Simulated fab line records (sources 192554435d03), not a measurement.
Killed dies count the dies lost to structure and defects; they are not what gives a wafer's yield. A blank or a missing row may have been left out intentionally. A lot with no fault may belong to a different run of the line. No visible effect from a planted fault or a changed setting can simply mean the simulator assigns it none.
Matching of chambers || flow n5_finfet || N5_FIN_SAQP_DESCUM_21 on rie_diel-05 has 3 sister chambers
The step chemistry O2, time 7.9 s. 3 wafers are shown with their chamber, then 6 later ones without.

## WAFERS, EACH WITH ITS CHAMBER
{"wafer": "L082.2", "chamber": 0, "showerhead_plenum_p_Torr (Torr)": 2.23}
{"wafer": "L092.1", "chamber": 1, "showerhead_plenum_p_Torr (Torr)": 2.06}
{"wafer": "L092.2", "chamber": 3, "showerhead_plenum_p_Torr (Torr)": 2.08}

## WAFERS WITH NO CHAMBER GIVEN
{"wafer": "L092.6", "showerhead_plenum_p_Torr (Torr)": 2.08}
{"wafer": "L093.1", "showerhead_plenum_p_Torr (Torr)": 2.22}
{"wafer": "L093.3", "showerhead_plenum_p_Torr (Torr)": 2.08}
{"wafer": "L096.1", "showerhead_plenum_p_Torr (Torr)": 2.06}
{"wafer": "L096.2", "showerhead_plenum_p_Torr (Torr)": 2.22}
{"wafer": "L096.5", "showerhead_plenum_p_Torr (Torr)": 2.06}

## EACH ONE'S CHAMBER
{"wafer": "L092.6", "from the rows above": 3, "in truth": 3}
{"wafer": "L093.1", "from the rows above": 0, "in truth": 0}
{"wafer": "L093.3", "from the rows above": 3, "in truth": 3}
{"wafer": "L096.1", "from the rows above": 1, "in truth": 1}
{"wafer": "L096.2", "from the rows above": 0, "in truth": 0}
{"wafer": "L096.5", "from the rows above": 1, "in truth": 1}
Correctly placed: 6 of 6. Left unplaced by these rows: 0. Number placed wrongly: 0.
How it was worked out, from the rows above alone: a wafer's distance from a chamber is the root of the sum, over the readings, of the square of ((its reading less the chamber's mean) divided by the reading's scatter). The wafer belongs to the nearest chamber; if the next one is less than 2 further off, it can't be placed. Each chamber's mean is taken over the wafers shown for it. The scatter: with one shown wafer a chamber, the root of the mean of the squares of how far each hidden wafer lies from its nearest shown one.
